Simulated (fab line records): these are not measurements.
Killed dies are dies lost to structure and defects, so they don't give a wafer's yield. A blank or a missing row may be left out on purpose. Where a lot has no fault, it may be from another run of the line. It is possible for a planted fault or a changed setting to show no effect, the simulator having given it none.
Chamber matching    flow n5_finfet    4 sister chambers for N5_GATE_CUT_ALD_22 on ald_sin-02
The step deposits SiNx, target thk 16 nm, pulse time 1 s, ald cycles 320. 18 wafers are shown with their chamber, then 9 later ones without.

## WAFERS WITH THEIR CHAMBER
wafer   chamber  heater_power_w (W)  precursor_pulse_height_rel
L077.1  2        823                 0.994
L077.4  0        793                 1.024
L077.5  2        822                 1.000
L078.1  0        790                 1.017
L078.3  2        842                 1.020
L078.4  1        822                 0.989
L080.1  2        814                 1.032
L080.4  0        798                 0.989
L080.6  3        864                 1.009
L083.2  1        854                 0.998
L083.4  3        873                 1.020
L083.6  2        844                 0.971
L086.1  1        844                 0.965
L086.5  3        863                 0.975
L086.6  1        831                 1.029
L088.1  2        836                 0.998
L088.3  0        771                 1.009
L088.6  1        847                 0.993

SIGNATURES (means of the wafers above)
reading                     chamber 0  chamber 1  chamber 2  chamber 3  scatter within a chamber
heater_power_w              788.00     839.60     830.17     866.67     11.6
precursor_pulse_height_rel  1.00975    0.99480    1.00250    1.00133    0.021
Rule: distance of a wafer from a chamber = root of the sum over the readings of ((wafer's reading minus chamber's mean) / reading's scatter) squared. If the next closest chamber is less than 2 further off than the closest, the wafer can't be placed; otherwise it belongs to the closest. The scatter is the square root of a quotient: the sum, over the shown wafers, of each reading's squared deviation from its chamber's mean, divided by wafers minus chambers.

## WAFERS WHOSE CHAMBER IS MISSING
wafer   heater_power_w (W)  precursor_pulse_height_rel
L091.1  846                 0.993
L091.2  813                 1.006
L091.6  787                 0.985
L096.2  850                 1.008
L096.4  769                 1.017
L096.5  804                 0.967
L097.2  842                 1.019
L097.3  860                 1.018
L097.6  841                 1.014

## WHICH CHAMBER EACH ONE RAN IN
wafer   from the rows above           in truth
L091.1  can't be placed: 1 or 2 or 3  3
L091.2  can't be placed: 2 or 0 or 1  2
L091.6  0                             0
L096.2  can't be placed: 1 or 3 or 2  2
L096.4  0                             0
L096.5  can't be placed: 0 or 2 or 1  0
L097.2  can't be placed: 1 or 2 or 3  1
L097.3  can't be placed: 3 or 1 or 2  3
L097.6  can't be placed: 1 or 2 or 3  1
Correctly placed: 2 of 9. These rows do not allow placing 7 (true chamber among the candidates in 7). Placed wrongly: 0.
